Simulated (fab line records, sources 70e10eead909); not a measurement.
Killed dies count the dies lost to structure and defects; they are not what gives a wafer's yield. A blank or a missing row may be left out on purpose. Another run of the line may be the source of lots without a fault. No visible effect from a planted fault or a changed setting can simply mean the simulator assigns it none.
A struck lot beside a sound one | flow nand harc | 23 out of 1159 route steps
Sound: these wafers, L521.2, L521.4, L521.6. Struck: wafers L537.2, L537.3, L537.6. The cause is named last.
Each step with rows lists, per side, the tool, then ch with its chambers, then its first start. Under that, the readings that differ: sound wafers | struck wafers | difference of the means | sigmas: that difference in standard deviations of wafers without a fault.
alike: readings whose means differ by less than 2 such deviations, and words and numbers that are the same on both sides. not compared: withheld readings, readings that some wafer has no value for, bounds like >300 that may hide the same value, and numbers for which the record gives no deviation and whose values overlap.
The two part at a step that has a row with sigmas, a row that says differs or no value, or rows on one side only. Numbers that have no deviation but don't overlap get no sigmas and don't part them. A reading missing from all wafers of one side parts the sides only when that side holds two or more wafers.

NHARC_A_BLC_CVD_24: deposits W, target thk 150 nm, time 434 s.
  sound: cvd w-02 ch 0,1; struck: cvd w-01 ch 0,1
  alike: heater power outer w, heater power w, throttle valve pct
NHARC_A_BLC_CMP_25: polishes, t overpolish 30 s, target thk 150 nm.
  sound on cmp-04 ch 0,1,2, day 17 22:20; struck on cmp-02 ch 1,2, day 21 17:42
  alike: motor current A, overpolish run s, time to endpoint s
following that, these wafers have no rows for 1 step: NHARC_A_BLC_SRD_27.
NHARC_A_BLC_INSPECT_28:
  sound on defect inspect-02, day 17 22:43; struck on defect inspect-02, day 21 18:08
  alike: raw defect count
then, 7 steps without rows for these wafers: NHARC_A_M0_DEP_00 (deposits SiOC, target thk 150 nm); NHARC_A_M0_DEHYDRATE_01 (time 120 s); NHARC_A_M0_HMDS_02 (time 30 s); NHARC_A_M0_COAT_33 (time 65 s); NHARC_A_M0_COAT_03 (resist thk 90 nm); NHARC_A_M0_SOFTBAKE_04 (time 55 s); NHARC_A_M0_EBR_05.
NHARC_A_M0_EXPOSE_06: exposes mask A M0, target cd 80 nm.
  sound on arfi scanner-02 ch 0, day 17 23:30; struck on arfi scanner-02 ch 0, day 21 18:46
  reading              | sound             | struck            | difference | sigmas
  exposure dose mJ cm2 | 83.31 83.24 83.25 | 78.79 78.67 78.69 | -4.55      | -55
  alike: mask
then, 2 steps without rows for these wafers: NHARC_A_M0_PEB_07 (peb time 65 s); NHARC_A_M0_DEVELOP_08 (develop time 35 s).
NHARC_A_M0_CD_MEAS_09: the cd target is 80 nm.
  sound on cd sem-03 ch 0, day 17 23:38; struck on cd sem-01 ch 0, day 21 18:54
  reading    | sound          | struck         | difference | sigmas
  cd nm (nm) | 80.5 80.2 80.1 | 76.6 76.8 76.6 | -3.6       | -6
NHARC_A_M0_OVL_MEAS_10: pitch 160 nm.
  sound on overlay-01, day 17 23:44; struck on overlay-01, day 21 18:59
  alike: overlay x nm, overlay y nm
NHARC_A_M0_INSPECT_11:
  sound on defect inspect-01, day 17 23:47; struck on defect inspect-01, day 21 19:02
  alike: raw defect count
NHARC_A_M0_DESCUM_14: chemistry O2, time 3 s.
  sound on rie diel-05 ch 1,2, day 17 23:50; struck on rie diel-05 ch 0,1,2, day 21 19:05
  reading               | sound            | struck            | difference | sigmas
  model.A_M0.cd nm (nm) | 80.87 80.9 80.25 | 76.91 76.63 76.96 | -3.84      |
  alike: drypump motor current A, oes product au, rf vpp V, showerhead plenum p Torr, throttle valve pct
  not compared: rf hours counter h
NHARC_A_M0_ETCH_34: etches the open film in N2/H2, target depth 40 nm, overetch 12 nm, time 43.94 s.
  sound on rie diel-05 ch 0,1,3, day 17 23:56; struck on rie diel-05 ch 1,2, day 21 19:10
  reading                | sound                | struck               | difference | sigmas
  throttle valve pct (%) | 14.178 14.176 14.187 | 14.160 14.156 14.160 | -0.022     | -2
  alike: drypump motor current A, oes product au, rf vpp V, showerhead plenum p Torr
  not compared: rf hours counter h
NHARC_A_M0_ETCH_15: etches the open film in C4F8/Ar, target depth 150 nm, overetch 15 nm, time 82.5 s.
  sound: rie diel-05 ch 0,1,3; struck: rie diel-05 ch 1,2
  reading               | sound            | struck          | difference | sigmas
  model.A_M0.cd nm (nm) | 80.51 80.48 80.2 | 76.9 76.8 76.91 | -3.5       |
  alike: oes product au, rf vpp V
  not compared: rf hours counter h
NHARC_A_M0_CD_MEAS_16:
  sound on cd sem-01, day 18 00:09; struck on cd sem-01, day 21 19:23
  reading    | sound          | struck         | difference | sigmas
  cd nm (nm) | 80.4 80.2 80.3 | 77.3 76.8 76.9 | -3.3       | -4
NHARC_A_M0_STRIP_18: strips in N2/H2.
  sound on rie diel-06 ch 0,1,2, day 18 00:15; struck on rie diel-06 ch 0,1,3, day 21 19:31
  alike: drypump motor current A, oes product au, rf vpp V, showerhead plenum p Torr, throttle valve pct
  not compared: rf hours counter h
following that, these wafers have no rows for 1 step: NHARC_END_SORT_01.

== WHERE THEY PART ==
Earliest at NHARC_A_M0_EXPOSE_06; latest, in this record, at NHARC_A_M0_CD_MEAS_16. Later steps at which nothing parts them and some readings are alike: NHARC_A_M0_STRIP_18.

WHY: what the simulator had put in
Process parameters drifting: arfi scanner-02 at NHARC_A_M0_EXPOSE_06, beginning at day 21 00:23. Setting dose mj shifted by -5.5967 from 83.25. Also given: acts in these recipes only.
